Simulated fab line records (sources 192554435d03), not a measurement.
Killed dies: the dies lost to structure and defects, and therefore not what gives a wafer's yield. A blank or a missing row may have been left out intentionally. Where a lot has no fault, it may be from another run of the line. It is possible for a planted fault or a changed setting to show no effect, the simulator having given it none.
Chamber matching | flow n5-finfet | 4 sister chambers for N5_BEOL_M7_DESCUM_33 on rie-diel-01
The step chemistry O2, time 7 s. 8 wafers are shown with their chamber, then 10 later ones without.

## WAFERS WITH THEIR CHAMBER
wafer  | chamber | drypump-motor-current-A (A) | showerhead-plenum-p-Torr (Torr)
L083.3 | 0       | 5.7                         | 2.17
L083.4 | 3       | 4.7                         | 2.02
L083.5 | 1       | 5.8                         | 2.00
L087.1 | 0       | 5.7                         | 2.17
L087.2 | 2       | 4.9                         | 2.04
L087.3 | 1       | 5.8                         | 2.00
L089.1 | 3       | 4.7                         | 2.02
L089.3 | 2       | 5.0                         | 2.03

## WAFERS WITHOUT THEIR CHAMBER
wafer  | drypump-motor-current-A (A) | showerhead-plenum-p-Torr (Torr)
L089.6 | 5.8                         | 2.17
L090.3 | 5.8                         | 2.17
L090.4 | 5.0                         | 2.03
L090.6 | 5.8                         | 1.99
L094.1 | 5.8                         | 1.99
L094.4 | 4.7                         | 2.01
L094.6 | 5.8                         | 1.99
L096.3 | 4.9                         | 2.03
L096.4 | 5.8                         | 1.99
L096.6 | 5.7                         | 2.16

## CHAMBER TAKEN BY EACH
wafer  | from the rows above | in truth
L089.6 | 0                   | 0
L090.3 | 0                   | 0
L090.4 | 2                   | 2
L090.6 | 1                   | 1
L094.1 | 1                   | 1
L094.4 | 3                   | 3
L094.6 | 1                   | 1
L096.3 | 2                   | 2
L096.4 | 1                   | 1
L096.6 | 0                   | 0
Placed correctly: 10 of 10. Number that these rows cannot place: 0. Number placed wrongly: 0.
How it was worked out, from the rows above alone: a wafer's distance from a chamber is the root of the sum, over the readings, of the square of ((its reading less the chamber's mean) divided by the reading's scatter). The wafer belongs to the nearest chamber; if the next one is less than 2 further off, it can't be placed. Each chamber's mean is taken over the wafers shown for it. The scatter is the square root of a quotient: the sum, over the shown wafers, of each reading's squared deviation from its chamber's mean, divided by wafers minus chambers.
